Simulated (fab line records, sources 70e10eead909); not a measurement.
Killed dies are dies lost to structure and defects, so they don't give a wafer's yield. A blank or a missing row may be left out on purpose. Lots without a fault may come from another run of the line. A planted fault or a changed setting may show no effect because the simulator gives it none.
Which tool did it? | flow nand_harc | 24 lots, 72 wafers sampled, at 6 steps of a route of 1302

WHAT THE GAUGES READ, wafer by wafer
NHARC_P_M0_INSPECT_27.
lot  | measured     | on                | raw_defect_count
L074 | day 6 08:33  | defect_inspect-01 | 416 482 348
L075 | day 6 14:58  | defect_inspect-01 | 202 201 212
L076 | day 7 00:46  | defect_inspect-01 | 368 295 259
L077 | day 7 11:02  | defect_inspect-02 | 189 277 295
L079 | day 8 00:28  | defect_inspect-01 | 434 315 629
L078 | day 8 01:10  | defect_inspect-02 | 135 157 149
L080 | day 8 23:34  | defect_inspect-01 | 181 242 262
L081 | day 9 09:28  | defect_inspect-02 | 485 216 315
L082 | day 9 11:41  | defect_inspect-02 | 551 488 929
L083 | day 10 01:02 | defect_inspect-01 | 433 468 437
L084 | day 10 16:13 | defect_inspect-01 | 279 364 559
L085 | day 10 22:46 | defect_inspect-02 | 479 395 251
L086 | day 11 12:14 | defect_inspect-01 | 218 225 71
L088 | day 12 09:27 | defect_inspect-02 | 146 221 230
L087 | day 12 10:31 | defect_inspect-02 | 128 161 203
L090 | day 13 04:38 | defect_inspect-02 | 187 212 164
L089 | day 13 05:34 | defect_inspect-01 | 299 526 260
L091 | day 13 07:58 | defect_inspect-01 | 375 367 263
L092 | day 13 15:06 | defect_inspect-02 | 311 296 307
L093 | day 14 16:48 | defect_inspect-01 | 289 386 261
L094 | day 14 17:20 | defect_inspect-02 | 291 246 462
L095 | day 14 22:49 | defect_inspect-01 | 257 603 427
L096 | day 15 10:38 | defect_inspect-02 | 247 281 509
L097 | day 16 01:23 | defect_inspect-02 | 194 411 374

NHARC_P_M1_CD_MEAS_09: target cd 130 nm.
lot  | measured     | on        | cd_nm (nm)
L074 | day 6 09:56  | cd_sem-02 | 129.5 129.1 129.4
L075 | day 6 16:22  | cd_sem-01 | 129.6 129.9 129.8
L076 | day 7 02:09  | cd_sem-01 | 130.3 130.8 130.8
L077 | day 7 12:26  | cd_sem-03 | 130.2 130.8 129.5
L079 | day 8 01:51  | cd_sem-01 | 129.1 129.5 129.5
L078 | day 8 02:33  | cd_sem-03 | 130.4 130.8 130.5
L080 | day 9 01:08  | cd_sem-02 | 128.4 129.1 129.2
L081 | day 9 10:52  | cd_sem-01 | 130.1 129.8 129.8
L082 | day 9 13:05  | cd_sem-02 | 130.7 130.7 131.2
L083 | day 10 02:26 | cd_sem-03 | 130.2 129.2 129.8
L084 | day 10 17:41 | cd_sem-02 | 129.9 130.2 130.0
L085 | day 11 00:10 | cd_sem-02 | 131.3 130.3 130.4
L086 | day 11 13:31 | cd_sem-03 | 129.4 129.4 129.5
L088 | day 12 10:50 | cd_sem-01 | 129.5 129.4 130.1
L087 | day 12 11:53 | cd_sem-01 | 129.3 130.2 129.5
L090 | day 13 06:02 | cd_sem-03 | 129.8 130.4 129.9
L089 | day 13 06:58 | cd_sem-02 | 129.1 129.4 129.3
L091 | day 13 09:37 | cd_sem-03 | 130.3 130.5 130.1
L092 | day 13 16:22 | cd_sem-01 | 131.4 130.6 130.6
L093 | day 14 18:12 | cd_sem-02 | 129.2 129.6 129.8
L094 | day 14 18:43 | cd_sem-01 | 129.7 129.7 129.9
L095 | day 15 00:14 | cd_sem-01 | 130.1 130.7 129.9
L096 | day 15 12:02 | cd_sem-01 | 129.3 130.0 129.7
L097 | day 16 02:39 | cd_sem-01 | 129.4 129.0 129.3

NHARC_P_M1_THK_MEAS_24: measures by xrf.
lot  | measured     | on            | thk_nm (nm)
L074 | day 6 12:33  | film_metro-02 | 157.3 156.7 156.0
L075 | day 6 18:57  | film_metro-02 | 159.9 157.7 153.9
L076 | day 7 04:57  | film_metro-02 | 157.1 158.3 162.6
L077 | day 7 15:02  | film_metro-02 | 161.0 158.4 159.8
L079 | day 8 04:27  | film_metro-02 | 155.4 156.9 157.2
L078 | day 8 05:24  | film_metro-01 | 153.0 155.9 157.4
L080 | day 9 04:01  | film_metro-01 | 154.1 157.2 156.2
L081 | day 9 13:29  | film_metro-02 | 158.4 157.3 157.5
L082 | day 9 15:41  | film_metro-02 | 158.1 158.2 159.9
L083 | day 10 05:02 | film_metro-01 | 159.4 157.7 156.7
L084 | day 10 20:24 | film_metro-01 | 157.3 158.9 160.9
L085 | day 11 02:51 | film_metro-02 | 156.4 156.8 155.0
L086 | day 11 16:10 | film_metro-02 | 156.9 155.2 156.2
L088 | day 12 13:26 | film_metro-01 | 156.2 156.1 157.8
L087 | day 12 14:30 | film_metro-01 | 160.0 159.6 157.7
L090 | day 13 08:41 | film_metro-02 | 158.1 158.8 157.5
L089 | day 13 09:37 | film_metro-01 | 156.8 156.8 158.9
L091 | day 13 12:15 | film_metro-02 | 157.7 157.1 157.7
L092 | day 13 18:59 | film_metro-02 | 158.0 157.2 156.2
L093 | day 14 20:50 | film_metro-01 | 157.3 158.3 157.8
L094 | day 14 21:20 | film_metro-02 | 158.0 156.7 160.4
L095 | day 15 02:53 | film_metro-02 | 159.0 158.9 160.7
L096 | day 15 14:41 | film_metro-02 | 157.9 158.3 161.5
L097 | day 16 05:16 | film_metro-02 | 158.6 157.3 157.6

WHICH TOOL RAN EACH LOT (tool, then ch and the chambers of the sampled wafers, then the start)
lot  | NHARC_P_CONTACT_DEP_30          | NHARC_P_CONTACT_ETCH_18                       | NHARC_P_M1_ETCH_35
L074 | pecvd-04 ch 0,1, day 6 00:17    | rie_diel-05 ch 1,2,3, day 6 08:33 or earlier  | rie_diel-02 ch 0,2, day 6 10:13
L075 | pecvd-03 ch 1,2, day 6 06:55    | rie_diel-07 ch 1,2, day 6 14:58 or earlier    | rie_diel-01 ch 0,1, day 6 16:38
L076 | pecvd-04 ch 0,1,2, day 6 16:23  | rie_diel-07 ch 0,1,2, day 7 00:46 or earlier  | rie_diel-01 ch 1,2,3, day 7 02:25
L077 | pecvd-04 ch 0,1, day 7 02:42    | rie_diel-05 ch 1,2, day 7 11:02 or earlier    | rie_diel-02 ch 1,3, day 7 12:42
L079 | pecvd-04 ch 1,2, day 7 15:59    | rie_diel-05 ch 0,1,3, day 8 00:28 or earlier  | rie_diel-02 ch 1,3, day 8 02:08
L078 | pecvd-03 ch 0,2, day 7 16:38    | rie_diel-07 ch 1,2,3, day 8 01:10 or earlier  | rie_diel-01 ch 0,2, day 8 03:04
L080 | pecvd-02 ch 0,1,2, day 8 15:14  | rie_diel-05 ch 0,2,3, day 8 23:34 or earlier  | rie_diel-02 ch 0,1,3, day 9 01:43
L081 | pecvd-04 ch 0,2, day 9 00:58    | rie_diel-06 ch 0,1,2, day 9 09:28 or earlier  | rie_diel-02 ch 0,2,3, day 9 11:08
L082 | pecvd-02 ch 0,1, day 9 03:26    | rie_diel-05 ch 0,1,3, day 9 11:41 or earlier  | rie_diel-02 ch 1,2, day 9 13:22
L083 | pecvd-03 ch 0,2, day 9 16:42    | rie_diel-05 ch 0,1,3, day 10 01:02 or earlier | rie_diel-13 ch 0,1,2, day 10 02:44
L084 | pecvd-04 ch 0,2, day 10 07:51   | rie_diel-07 ch 2,3, day 10 16:13 or earlier   | rie_diel-02 ch 0,1,2, day 10 17:58
L085 | pecvd-03 ch 0,1, day 10 14:27   | rie_diel-06 ch 0,2,3, day 10 22:46 or earlier | rie_diel-01 ch 1,2, day 11 00:27
L086 | pecvd-03 ch 1,2, day 11 03:55   | rie_diel-05 ch 0,1,2, day 11 12:14 or earlier | rie_diel-02 ch 0,2, day 11 13:49
L088 | pecvd-02 ch 0,1,2, day 12 00:47 | rie_diel-06 ch 0,3, day 12 09:27 or earlier   | rie_diel-01 ch 0,3, day 12 11:06
L087 | pecvd-04 ch 0,1,2, day 12 02:07 | rie_diel-07 ch 0,2,3, day 12 10:31 or earlier | rie_diel-02 ch 0,1,2, day 12 12:10
L090 | pecvd-04 ch 0,1,2, day 12 20:06 | rie_diel-07 ch 0,2,3, day 13 04:38 or earlier | rie_diel-01 ch 0,2,3, day 13 06:19
L089 | pecvd-02 ch 0,1,2, day 12 20:46 | rie_diel-05 ch 0,2,3, day 13 05:34 or earlier | rie_diel-01 ch 0,1,2, day 13 07:15
L091 | pecvd-03 ch 0,2, day 12 23:38   | rie_diel-05 ch 0,3, day 13 07:58 or earlier   | rie_diel-01 ch 0,2,3, day 13 09:55
L092 | pecvd-02 ch 0,2, day 13 06:56   | rie_diel-05 ch 1,3, day 13 15:06 or earlier   | rie_diel-01 ch 0,1, day 13 16:38
L093 | pecvd-03 ch 0,1,2, day 14 08:30 | rie_diel-07 ch 1,2, day 14 16:48 or earlier   | rie_diel-02 ch 0,3, day 14 18:29
L094 | pecvd-02 ch 1,2, day 14 08:36   | rie_diel-06 ch 1,2, day 14 17:20 or earlier   | rie_diel-13 ch 0,1,3, day 14 19:00
L095 | pecvd-04 ch 1,2, day 14 14:19   | rie_diel-05 ch 0,3, day 14 22:49 or earlier   | rie_diel-01 ch 2,3, day 15 00:31
L096 | pecvd-03 ch 0,1, day 15 02:03   | rie_diel-07 ch 0,3, day 15 10:38 or earlier   | rie_diel-01 ch 1,3, day 15 12:18
L097 | pecvd-04 ch 0,2, day 15 17:07   | rie_diel-05 ch 0,1,2, day 16 01:23 or earlier | rie_diel-01 ch 0,3, day 16 02:55
- NHARC_P_CONTACT_DEP_30: deposits SiNx, target thk 30 nm.
- NHARC_P_CONTACT_ETCH_18: etches the open film in C4F8/O2/Ar, target depth 481 nm, time 240.5 s.
- NHARC_P_M1_ETCH_35: etches the open film in N2/H2, target depth 40 nm, overetch 12 nm, time 43.94 s.

WHAT THE TOOLS THEMSELVES READ (means of the sampled wafers that have a number; where no wafer has one, the mark that the record gives instead)
NHARC_P_CONTACT_DEP_30.
lot  | tool     | heater_power_w (W)
L074 | pecvd-04 | 571
L075 | pecvd-03 | 722
L076 | pecvd-04 | 676
L077 | pecvd-04 | 583
L079 | pecvd-04 | 651
L078 | pecvd-03 | 653
L080 | pecvd-02 | 621
L081 | pecvd-04 | 742
L082 | pecvd-02 | 641
L083 | pecvd-03 | 678
L084 | pecvd-04 | 659
L085 | pecvd-03 | 653
L086 | pecvd-03 | 681
L088 | pecvd-02 | 681
L087 | pecvd-04 | 647
L090 | pecvd-04 | 661
L089 | pecvd-02 | 621
L091 | pecvd-03 | 727
L092 | pecvd-02 | 607
L093 | pecvd-03 | 650
L094 | pecvd-02 | 669
L095 | pecvd-04 | 624
L096 | pecvd-03 | 692
L097 | pecvd-04 | 646

NHARC_P_CONTACT_ETCH_18.
lot  | tool        | oes_product_au (a.u.) | rf_vpp_V (V)
L074 | rie_diel-05 | 0.979                 | 975
L075 | rie_diel-07 | 0.956                 | 978
L076 | rie_diel-07 | 0.969                 | 980
L077 | rie_diel-05 | 0.970                 | 975
L079 | rie_diel-05 | 0.940                 | 976
L078 | rie_diel-07 | 0.973                 | 980
L080 | rie_diel-05 | 0.927                 | 980
L081 | rie_diel-06 | 0.926                 | 981
L082 | rie_diel-05 | 0.974                 | 976
L083 | rie_diel-05 | 0.924                 | 978
L084 | rie_diel-07 | 0.927                 | 981
L085 | rie_diel-06 | 0.962                 | 977
L086 | rie_diel-05 | 0.972                 | 980
L088 | rie_diel-06 | 0.955                 | 980
L087 | rie_diel-07 | 0.966                 | 982
L090 | rie_diel-07 | 0.948                 | 983
L089 | rie_diel-05 | 0.978                 | 981
L091 | rie_diel-05 | 0.937                 | 977
L092 | rie_diel-05 | 0.976                 | 972
L093 | rie_diel-07 | 0.969                 | 977
L094 | rie_diel-06 | 0.955                 | 981
L095 | rie_diel-05 | 0.953                 | 981
L096 | rie_diel-07 | 0.971                 | 984
L097 | rie_diel-05 | 0.964                 | 980

NHARC_P_M1_ETCH_35.
lot  | tool        | drypump_motor_current_A (A) | oes_product_au (a.u.) | rf_vpp_V (V) | showerhead_plenum_p_Torr (Torr) | throttle_valve_pct (%)
L074 | rie_diel-02 | 6.0                         | 1.002                 | 428          | 1.93                            | 14.170
L075 | rie_diel-01 | 5.2                         | 1.010                 | 434          | 2.18                            | 14.179
L076 | rie_diel-01 | 5.8                         | 1.009                 | 432          | 2.10                            | 14.182
L077 | rie_diel-02 | 5.5                         | 1.007                 | 434          | 2.16                            | 14.171
L079 | rie_diel-02 | 5.5                         | 1.002                 | 433          | 2.13                            | 14.163
L078 | rie_diel-01 | 5.4                         | 1.014                 | 434          | 2.16                            | 14.166
L080 | rie_diel-02 | 5.7                         | 0.995                 | 431          | 2.07                            | 14.170
L081 | rie_diel-02 | 5.7                         | 0.992                 | 430          | 2.02                            | 14.170
L082 | rie_diel-02 | 5.6                         | 0.992                 | 429          | 2.01                            | 14.173
L083 | rie_diel-13 | 5.9                         | 1.004                 | 427          | 1.95                            | 14.176
L084 | rie_diel-02 | 5.7                         | 1.008                 | 429          | 1.99                            | 14.173
L085 | rie_diel-01 | 6.0                         | 1.010                 | 435          | 2.19                            | 14.170
L086 | rie_diel-02 | 5.7                         | 1.003                 | 428          | 1.94                            | 14.174
L088 | rie_diel-01 | 5.3                         | 1.001                 | 431          | 2.06                            | 14.166
L087 | rie_diel-02 | 5.7                         | 1.012                 | 429          | 1.99                            | 14.168
L090 | rie_diel-01 | 5.7                         | 1.006                 | 431          | 2.07                            | 14.162
L089 | rie_diel-01 | 5.5                         | 1.014                 | 435          | 2.17                            | 14.167
L091 | rie_diel-01 | 5.7                         | 1.006                 | 432          | 2.07                            | 14.176
L092 | rie_diel-01 | 5.0                         | 1.010                 | 434          | 2.16                            | 14.164
L093 | rie_diel-02 | 5.9                         | 0.989                 | 429          | 2.00                            | 14.168
L094 | rie_diel-13 | 5.9                         | 0.996                 | 429          | 2.01                            | 14.168
L095 | rie_diel-01 | 6.1                         | 0.992                 | 429          | 1.99                            | 14.166
L096 | rie_diel-01 | 5.8                         | 0.996                 | 429          | 2.00                            | 14.170
L097 | rie_diel-01 | 5.2                         | 1.007                 | 431          | 2.06                            | 14.170

THE ANSWER, worked out from the rows above alone
Rule: what is usual is taken from the lots themselves. Put in order of their means at a reading, lots are off if they are a third of the lots or fewer, leave a main group of 4 or more, and stand apart from it by a gap of 3 or more times the standard deviation of the main group's means; of several such gaps the widest counts. A main group whose means are all the same, to the digits that the tables above print for the reading, isn't used. A lot without any number at a reading at which 4 lots or more have one is off too. The other lots that the step has rows for count as sound. The gauges are gone through in route order, then the tools' own readings, and for those a lot's mean is taken as printed above. The first step at which some lot is off is used, and at that step the reading that is off furthest; a lot without a number counts as furthest.
No lot is off at any reading shown: from this, nothing can be told.

WHAT THE SIMULATOR HAD PUT IN
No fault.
